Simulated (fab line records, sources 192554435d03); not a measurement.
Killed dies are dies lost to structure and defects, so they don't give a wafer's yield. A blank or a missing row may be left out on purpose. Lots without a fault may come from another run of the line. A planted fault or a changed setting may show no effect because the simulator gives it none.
fab line records | flow n5_finfet
record lots=10 wafers=30 last_day=18
route steps=1938 shown BEOL_M9@1419 PASSIVATION@1936
lots that met no fault: from a run of the same line without faults
start_h: hours from the record's first day to the start of the lot's first wafer shown | wait_h: hours since the lot's step before | " the same as in the row above | L1.1+2: a row that stands for several wafers | - no value, or no start given | * or withheld: withheld | < > ~ a bound
route shown NAME@n: a module of which the file shows steps, and the number in the route of the first | usual: mean/standard deviation of fault-free wafers | same: alike in all rows | chamber/n: place in a boat | sites: the reading at each site | _std_site: their standard deviation | _edge_site: outer sites' mean less inner sites' | radius_mm: how far each site lies from the wafer's centre | mask NAME#n: copy n | behind: the tool/chamber that last shaped the wafer | hold: why the lot was held/for how many hours/how that ended | device: the transistor (n, p or np) that didn't switch | end of line: the same wafers' tests at the end of the route | a step without rows: its recipe alone | killed: dies lost to structure and defects at the first sort, not the wafer's yield | map: a wafer's dies, x killed, . not, _ none there
set.NAME: the setting as run; set.NAME@STEP: as run at that earlier step | model.NAME: the simulator's own value behind a step, which no gauge read
steps of the route over a sample of lots; a table a step, a row a wafer
services: from which hour (start_h, from the record's first day; less than 0 if before it) a tool's chamber was out of use, for how many hours, and why
## steps
# step N5_BEOL_M9_ETCH_62
# recipe chemistry=N2/H2 target=SOC target_depth_a=1100 overetch_a=220 mask_material=SiARC temp_c=40 time_s=165 ion_energy_ev=200 pressure_mtorr=30 source_w=840 bias_w=150 n2_flow_sccm=200 h2_flow_sccm=200
# usual drypump_motor_current_A=5.6/0.39 oes_product_au=0.66/0.071 rf_vpp_V=523.5/2.4 showerhead_plenum_p_Torr=2.53/0.082 throttle_valve_pct=17.85/0.26
# columns lot.wafer tool chamber start_h wait_h drypump_motor_current_A oes_product_au rf_hours_counter_h rf_vpp_V showerhead_plenum_p_Torr throttle_valve_pct
L548.1 rie_diel-04 0 213.43 0.0 5.6 0.69 69 522.8 2.48 17.85
L548.3 " 3 " " 5.1 0.65 153 523.9 2.55 18.18
L548.4 " 2 " " 6.6 0.79 11 522.0 2.48 17.83
L550.1 rie_diel-04 2 222.94 0.0 6.6 0.79 14 522.0 2.48 17.85
L550.2 " 3 " " 5.1 0.65 156 523.6 2.55 18.16
L550.5 " 2 " " 6.6 0.78 - 522.8 2.48 17.85
L552.1 rie_diel-04 3 228.80 0.0 5.1 0.64 157 524.6 2.55 18.17
L552.3 " 0 " " 5.6 0.69 74 521.1 2.48 17.87
L552.5 " 1 " " 5.9 0.57 - 525.8 2.61 17.92
L551.2 rie_diel-05 1 229.27 0.0 5.5 0.60 200 519.3 2.42 18.02
L551.4 " 2 " " 5.1 0.73 65 526.3 2.57 17.61
L551.5 " 3 " " 5.7 0.69 - 521.0 2.46 17.52
L558.1 rie_diel-04 2 270.90 0.0 6.6 0.75 32 521.6 2.47 17.88
L558.3 " 3 " " 5.1 0.63 174 523.0 2.54 18.19
L558.5 " 1 " " 5.9 0.81 - 525.1 2.61 17.47
L559.2 rie_diel-06 3 279.24 0.0 5.2 0.62 194 525.1 2.63 17.62
L559.4 " 1 " " 5.8 0.61 180 519.9 2.42 17.95
L559.5 " 1 " " 5.8 0.60 - 520.7 2.42 17.95
L564.4 rie_diel-06 3 323.75 0.0 5.2 0.61 210 525.7 2.62 17.64
L564.5 " 3 " " 5.2 0.61 - 526.5 2.62 17.65
L564.6 " 0 " " 5.7 0.77 - 524.2 2.61 17.46
L566.1 rie_diel-05 3 327.73 0.0 5.7 0.67 134 522.2 2.45 17.61
L566.4 " 0 " " 6.0 0.59 241 524.6 2.61 18.32
L566.5 " 1 " " 5.5 0.58 - 518.8 2.40 18.06
L567.2 rie_diel-06 3 342.48 0.0 5.2 0.61 217 525.1 2.62 17.66
L567.4 " 0 " " 5.7 0.75 - 524.6 2.60 17.46
L567.6 " 1 " " 5.8 0.59 - 520.3 2.41 17.99
L569.1 rie_diel-05 1 356.22 0.0 5.5 0.57 240 521.2 2.40 18.08
L569.3 " 3 " " 5.6 0.66 142 521.4 2.44 17.61
L569.5 " 1 " " 5.5 0.57 - 520.7 2.40 18.10
# step N5_BEOL_M9_STRIP_67
# recipe chemistry=CF4 resist=SiARC power_w=300 bias_power_w=75 pressure_mtorr=50 cf4_flow_sccm=150 rf_frequency_hz=6e+07
# usual drypump_motor_current_A=5.6/0.39 oes_product_au=0.78/0.084 rf_vpp_V=271.0/1.4 showerhead_plenum_p_Torr=1.79/0.053 throttle_valve_pct=13.66/0.26
# columns lot.wafer tool chamber start_h wait_h drypump_motor_current_A oes_product_au rf_hours_counter_h rf_vpp_V showerhead_plenum_p_Torr throttle_valve_pct
L548.1 rie_diel-04 0 213.58 0.0 5.6 0.82 70 270.4 1.75 13.61
L548.3 " 3 " " 5.1 0.76 153 271.8 1.79 13.88
L548.4 " 2 " " 6.5 0.94 11 271.3 1.75 13.55
L550.1 rie_diel-04 2 223.08 0.0 6.5 0.92 14 270.4 1.75 13.58
L550.2 " 3 " " 5.1 0.76 156 270.5 1.79 13.87
L550.5 " 2 " " 6.5 0.93 - 270.9 1.75 13.56
L552.1 rie_diel-04 3 228.95 0.0 5.1 0.77 157 271.1 1.79 13.88
L552.3 " 0 " " 5.6 0.82 74 269.8 1.75 13.61
L552.5 " 1 " " 5.9 0.68 - 272.3 1.84 13.85
L551.2 rie_diel-05 1 229.42 0.0 5.5 0.70 200 270.4 1.71 13.78
L551.4 " 2 " " 5.1 0.85 65 272.1 1.82 13.51
L551.5 " 3 " " 5.7 0.82 - 269.9 1.75 13.39
L558.1 rie_diel-04 2 271.05 0.0 6.5 0.88 32 270.5 1.75 13.62
L558.3 " 3 " " 5.1 0.75 174 271.5 1.79 13.91
L558.5 " 1 " " 5.9 0.97 - 272.8 1.84 13.28
L559.2 rie_diel-06 3 279.39 0.0 5.2 0.74 194 271.3 1.85 13.58
L559.4 " 1 " " 5.8 0.72 180 269.7 1.72 13.86
L559.5 " 1 " " 5.8 0.71 - 269.6 1.72 13.84
L564.4 rie_diel-06 3 323.89 0.0 5.2 0.73 210 272.9 1.85 13.61
L564.5 " 3 " " 5.2 0.72 - 271.4 1.85 13.58
L564.6 " 0 " " 5.7 0.89 - 272.8 1.82 13.10
L566.1 rie_diel-05 3 327.88 0.0 5.6 0.78 134 269.2 1.74 13.47
L566.4 " 0 " " 6.0 0.69 241 270.4 1.84 14.12
L566.5 " 1 " " 5.5 0.68 - 268.3 1.70 13.86
L567.2 rie_diel-06 3 342.63 0.0 5.2 0.71 217 272.8 1.85 13.62
L567.4 " 0 " " 5.7 0.89 - 272.6 1.82 13.13
L567.6 " 1 " " 5.7 0.71 - 268.8 1.71 13.88
L569.1 rie_diel-05 1 356.37 0.0 5.6 0.68 240 270.4 1.70 13.86
L569.3 " 3 " " 5.6 0.78 142 267.9 1.74 13.49
L569.5 " 1 " " 5.6 0.68 - 269.9 1.70 13.86
# step N5_BEOL_M9_EXPOSE_25
# recipe mask_id=V8 na=0.33 source_shape=annular sigma_inner=0.4 sigma_outer=0.8 polarization=unpolarized dose_mj=37.25
# usual focus_offset_nm=0.0/0.57
# columns lot.wafer tool chamber start_h wait_h mask focus_offset_nm
L548.1 euv_scanner-01 0 213.99 - V8#0 0.9
L548.3 " 0 " " V8#0 0.6
L548.4 " 0 " " V8#0 0.3
L550.1 euv_scanner-02 0 223.79 - V8#0 -0.4
L550.2 " 0 " " V8#0 0.1
L550.5 " 0 " " V8#0 -1.1
L551.2 euv_scanner-01 0 231.20 - V8#0 0.3
L551.4 " 0 " " V8#0 0.9
L551.5 " 0 " " V8#0 0.0
L552.1 euv_scanner-01 0 232.83 - V8#0 -0.1
L552.3 " 0 " " V8#0 -1.0
L552.5 " 0 " " V8#0 -0.7
L558.1 euv_scanner-02 0 272.13 - V8#0 -0.6
L558.3 " 0 " " V8#0 -0.3
L558.5 " 0 " " V8#0 -0.3
L559.2 euv_scanner-02 0 280.33 - V8#0 0.0
L559.4 " 0 " " V8#0 0.0
L559.5 " 0 " " V8#0 0.2
L564.4 euv_scanner-02 0 326.06 - V8#0 -0.2
L564.5 " 0 " " V8#0 -0.9
L564.6 " 0 " " V8#0 0.1
L566.1 euv_scanner-01 0 330.11 - V8#0 0.1
L566.4 " 0 " " V8#0 0.6
L566.5 " 0 " " V8#0 0.2
L567.2 euv_scanner-01 0 343.60 - V8#0 0.9
L567.4 " 0 " " V8#0 0.5
L567.6 " 0 " " V8#0 -0.3
L569.1 euv_scanner-01 0 359.25 - V8#0 -0.6
L569.3 " 0 " " V8#0 -0.5
L569.5 " 0 " " V8#0 -0.3
# step N5_BEOL_M9_CD_MEAS_28
# recipe target_cd_nm=70 landing_energy_ev=500 detector=se_inlens polarity=opening
# usual cd_nm=70.02/0.24
# columns lot.wafer tool chamber start_h wait_h cd_nm
L548.1 cd_sem-01 0 214.11 - 69.69
L548.3 " 0 " " 70.01
L548.4 " 0 " " 69.70
L550.1 cd_sem-01 0 223.92 - 70.10
L550.2 " 0 " " 69.88
L550.5 " 0 " " 69.95
L551.2 cd_sem-01 0 231.33 - 70.19
L551.4 " 0 " " 69.81
L551.5 " 0 " " 70.20
L552.1 cd_sem-01 0 232.95 - 70.25
L552.3 " 0 " " 70.18
L552.5 " 0 " " 70.57
L558.1 cd_sem-03 0 272.26 - 70.59
L558.3 " 0 " " 70.53
L558.5 " 0 " " 70.30
L559.2 cd_sem-02 0 280.45 - 70.14
L559.4 " 0 " " 70.02
L559.5 " 0 " " 69.95
L564.4 cd_sem-03 0 326.17 - 69.92
L564.5 " 0 " " 74.04
L564.6 " 0 " " 69.97
L566.1 cd_sem-02 0 330.24 - 70.26
L566.4 " 0 " " 70.28
L566.5 " 0 " " 70.34
L567.2 cd_sem-02 0 343.73 - 70.19
L567.4 " 0 " " 70.06
L567.6 " 0 " " 70.04
L569.1 cd_sem-02 0 359.38 - 69.88
L569.3 " 0 " " 69.88
L569.5 " 0 " " 69.93
# step N5_BEOL_M9_DESCUM_33
# recipe chemistry=O2 time_s=7 source_power_w=50 bias_power_w=20 pressure_mtorr=20 rf_frequency_hz=2.712e+07 temp_c=40 resist=CAR-EUV o2_flow_sccm=225
# usual drypump_motor_current_A=5.6/0.39 oes_product_au=0.77/0.081 rf_vpp_V=242.8/1.3 showerhead_plenum_p_Torr=2.08/0.063 throttle_valve_pct=20.51/0.24
# columns lot.wafer tool chamber start_h wait_h drypump_motor_current_A oes_product_au rf_hours_counter_h rf_vpp_V showerhead_plenum_p_Torr throttle_valve_pct
L548.1 rie_diel-05 2 214.42 0.2 5.1 0.85 61 242.8 2.11 20.29
L548.3 " 3 " " 5.6 0.81 96 242.0 2.03 20.22
L548.4 " 1 " " 5.5 0.71 196 241.7 1.99 20.59
L550.1 rie_diel-06 3 224.05 0.0 5.2 0.74 178 244.8 2.17 20.26
L550.2 " 1 " " 5.7 0.73 164 241.0 2.01 20.69
L550.5 " 1 " " 5.7 0.73 - 241.6 2.01 20.68
L551.2 rie_diel-05 1 231.54 0.1 5.5 0.71 201 241.3 1.99 20.58
L551.4 " 0 " " 5.9 0.71 209 243.4 2.16 20.88
L551.5 " 0 " " 5.9 0.72 - 244.4 2.16 20.86
L552.1 rie_diel-04 2 233.15 0.1 6.6 0.93 17 240.9 2.04 20.63
L552.3 " 1 " " 5.9 0.66 247 243.7 2.14 20.52
L552.5 " 3 " " 5.1 0.76 - 241.4 2.09 20.73
L558.1 rie_diel-05 0 272.53 0.2 6.0 0.70 222 244.7 2.15 20.87
L558.3 " 2 " " 5.1 0.84 73 244.3 2.11 20.30
L558.5 " 1 " " 5.5 0.70 - 240.4 1.99 20.62
L559.2 rie_diel-05 1 280.57 0.0 5.5 0.69 216 240.5 1.99 20.62
L559.4 " 3 " " 5.7 0.80 118 241.3 2.02 20.26
L559.5 " 1 " " 5.5 0.69 - 241.7 1.99 20.61
L564.4 rie_diel-04 1 326.29 0.0 5.9 0.93 13 244.9 2.13 20.10
L564.5 " 1 " " 5.9 0.93 - 242.1 2.13 20.10
L564.6 " 0 " " 5.6 0.78 - 242.8 2.03 20.59
L566.1 rie_diel-05 3 330.42 0.0 5.6 0.78 135 243.0 2.02 20.26
L566.4 " 1 " " 5.5 0.68 233 241.0 1.98 20.65
L566.5 " 3 " " 5.6 0.78 - 241.1 2.02 20.26
L567.2 rie_diel-06 1 344.32 0.5 5.8 0.69 203 240.9 2.00 20.76
L567.4 " 1 " " 5.8 0.70 - 241.0 2.00 20.75
L567.6 " 3 " " 5.2 0.71 - 243.6 2.16 20.30
L569.1 rie_diel-05 2 359.50 0.0 5.1 0.80 100 242.2 2.10 20.35
L569.3 " 3 " " 5.7 0.77 143 241.3 2.01 20.29
L569.5 " 1 " " 5.6 0.67 - 241.0 1.98 20.65
# step N5_PASSIVATION_PROBE_49
# usual defect_limited_yield=91.4/1.5 killed_at_M0_to_M3=31/11 killed_at_M4_up=13/5.5 killed_at_contacts=13/6.3 killed_at_front_end=40/13 killed_at_other=3.3/2.6 killed_dies=101/18 killed_open=67/13 killed_short=33/7.9 sort_bin_5_function=5.1/1 sort_bin_6_memory=3.2/0.68 sort_n_pass=1079/18 sort_yield_pct=91.4/1.5
# same gross_dies=1180 killed_at_back_side=0 sort_bin_4_leakage[%]=0 sort_bin_8_speed[%]=0
# columns lot.wafer tool chamber start_h wait_h defect_limited_yield[%] killed_at_M0_to_M3 killed_at_M4_up killed_at_contacts killed_at_front_end killed_at_other killed_dies killed_open killed_short sort_bin_5_function[%] sort_bin_6_memory[%] sort_n_pass sort_yield_pct[%]
L564.4 prober-01 - 379.89 0.2 92.1 28 3 7 50 5 93 56 36 5.5 2.4 1087 92.1
L564.5 prober-01 - 379.94 0.2 92.0 20 11 9 45 9 94 59 31 4.2 3.3 1086 92.0
L564.6 prober-01 - 379.99 0.3 90.3 37 9 12 55 2 115 78 34 5.7 3.9 1065 90.3
L566.1 prober-01 - 387.87 0.0 92.6 12 12 11 50 2 87 45 42 4.2 2.9 1093 92.6
L566.4 prober-01 - 388.02 0.2 91.0 24 8 18 49 7 106 73 33 4.7 4.2 1074 91.0
L566.5 prober-01 - 388.07 0.2 90.0 31 15 8 58 6 118 80 38 5.3 4.3 1062 90.0
# killed by level:class
L564.4 FIN_SAQP:geometric_particle:open=16 BEOL_M0_SAQP:geometric_particle:short=12 BEOL_M0_SAQP:geometric_particle:open=9 STI_FIN_REVEAL:geometric_particle:open=7 FIN_SAQP:geometric_particle:short=4 DUMMY_GATE:geometric_particle:open=4 MOL_CONTACT_COAG:geometric_particle:open=4 STARTING-WAFER:geometric_particle:short=4
L564.5 FIN_SAQP:geometric_particle:open=9 FIN_SAQP:geometric_particle:short=9 BEOL_M3:geometric_particle:open=7 STI_FIN_REVEAL:geometric_particle:open=6 MOL_CONTACT_COAG:geometric_particle:open=5 SPACER0:geometric_particle:open=4 ILD0:geometric_particle:open=4 MOL_CONTACT_COAG:geometric_particle:short=4
L564.6 FIN_SAQP:geometric_particle:open=16 STI_FIN_REVEAL:geometric_particle:open=11 MOL_CONTACT_COAG:geometric_particle:open=9 DUMMY_GATE:geometric_particle:open=8 BEOL_M0_SAQP:geometric_particle:short=7 BEOL_M0_SAQP:geometric_particle:open=5 BEOL_M1:geometric_particle:open=5 BEOL_M2:geometric_particle:open=5
L566.1 STI_FIN_REVEAL:geometric_particle:open=8 FIN_SAQP:geometric_particle:short=7 MOL_CONTACT_COAG:geometric_particle:open=7 STARTING-WAFER:geometric_particle:short=6 FIN_SAQP:geometric_particle:open=5 ILD0:geometric_particle:short=5 BEOL_M4:geometric_particle:open=5 DUMMY_GATE:geometric_particle:short=4
L566.4 STI_FIN_REVEAL:geometric_particle:open=15 MOL_CONTACT_COAG:geometric_particle:open=13 BEOL_M3:geometric_particle:open=7 ILD0:geometric_particle:open=6 BEOL_M0_SAQP:geometric_particle:short=6 DUMMY_GATE:geometric_particle:open=5 GATE_CUT:geometric_particle:short=5 MOL_CONTACT_COAG:geometric_particle:short=5
L566.5 STI_FIN_REVEAL:geometric_particle:open=15 BEOL_M4:geometric_particle:open=11 BEOL_M2:geometric_particle:open=8 GATE_CUT:geometric_particle:open=7 MOL_CONTACT_COAG:geometric_particle:open=7 DUMMY_GATE:geometric_particle:open=6 STARTING-WAFER:geometric_particle:open=5 GATE_CUT:geometric_particle:short=5
## services
# columns tool chamber start_h hours kind
euv_scanner-01 - 198.33 1.7 repair
rie_diel-06 0 208.32 - clean
rie_diel-06 0 208.32 - consumable_replace:focus_ring
rie_diel-06 0 208.32 17.7 scheduled_down
rie_diel-06 0 208.32 17.7 vent_cycle
euv_scanner-02 - 216.63 1.0 pm
euv_scanner-02 - 217.64 4.6 pm
euv_scanner-01 - 223.25 1.0 pm
rie_diel-04 1 244.83 - clean
rie_diel-04 1 244.83 - consumable_replace:focus_ring
rie_diel-04 1 244.83 22.6 scheduled_down
rie_diel-04 1 244.83 22.6 vent_cycle
euv_scanner-02 - 274.99 1.0 pm
euv_scanner-01 - 277.55 4.6 pm
rie_diel-04 - 284.96 14.6 pm
euv_scanner-01 - 328.49 1.2 repair
euv_scanner-02 - 331.14 1.0 pm
rie_diel-06 2 331.19 - clean
rie_diel-06 2 331.19 - consumable_replace:focus_ring
rie_diel-06 2 331.19 25.2 scheduled_down
rie_diel-06 2 331.19 25.2 vent_cycle
euv_scanner-01 - 334.01 1.0 pm
rie_diel-04 1 335.55 41.2 repair
euv_scanner-02 - 342.28 1.5 repair
## key
first_sign step=N5_BEOL_M9_CD_MEAS_28 reading=cd_nm direction=up sigmas=17 usual=70.02 struck=74.04
effect none on later readings
met_at N5_BEOL_M9_EXPOSE_25
struck_lots L564
struck_wafers L564.5
not_acting_at N5_BEOL_M9_ETCH_62,N5_BEOL_M9_STRIP_67,N5_BEOL_M9_DESCUM_33
onset_between 280.33 326.06
fault kind=process_parameter_drift tool=euv_scanner-02 chamber=- onset_h=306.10 steps=N5_BEOL_M9_EXPOSE_25 channel=focus_nm offset=83.62 shape=step end_h=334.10 scope=struck_wafers_only
